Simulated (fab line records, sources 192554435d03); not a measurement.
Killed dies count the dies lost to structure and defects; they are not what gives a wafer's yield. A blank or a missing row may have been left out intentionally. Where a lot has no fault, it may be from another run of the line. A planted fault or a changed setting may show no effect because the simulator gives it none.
Matching of chambers | flow n5Finfet | rieDiel-04 running N5_BEOL_M6_STRIP_67: 4 sister chambers
The step strips in CF4. 4 wafers are shown with their chamber, then 10 later ones without.

== WAFERS, EACH WITH ITS CHAMBER ==
wafer  | chamber | drypumpMotorCurrentA (A)
L086.2 | 3       | 5.9
L088.2 | 1       | 6.5
L093.2 | 0       | 5.1
L093.3 | 2       | 5.4

== WAFERS WITH NO CHAMBER GIVEN ==
wafer  | drypumpMotorCurrentA (A)
L093.5 | 5.4
L091.1 | 5.1
L091.2 | 5.9
L091.4 | 6.5
L094.1 | 6.5
L094.2 | 5.8
L094.3 | 5.1
L097.1 | 5.9
L097.3 | 6.5
L097.5 | 5.1

== THE CHAMBER EACH PASSED THROUGH ==
wafer  | from the rows above | in truth
L093.5 | 2                   | 2
L091.1 | 0                   | 0
L091.2 | 3                   | 3
L091.4 | 1                   | 1
L094.1 | 1                   | 1
L094.2 | 3                   | 3
L094.3 | 0                   | 0
L097.1 | 3                   | 3
L097.3 | 1                   | 1
L097.5 | 0                   | 0
10 of 10 placed correctly. Not placeable from these rows: 0. Number placed wrongly: 0.
How it was worked out, from the rows above alone: a wafer's distance from a chamber is the root of the sum, over the readings, of the square of ((its reading less the chamber's mean) divided by the reading's scatter). If the next closest chamber is less than 2 further off than the closest, the wafer can't be placed; otherwise it belongs to the closest. For every chamber, the mean is computed from those of its wafers that are shown. The scatter (one wafer shown for each chamber): square how far every hidden wafer sits from the nearest shown wafer, average those squares and take the square root.
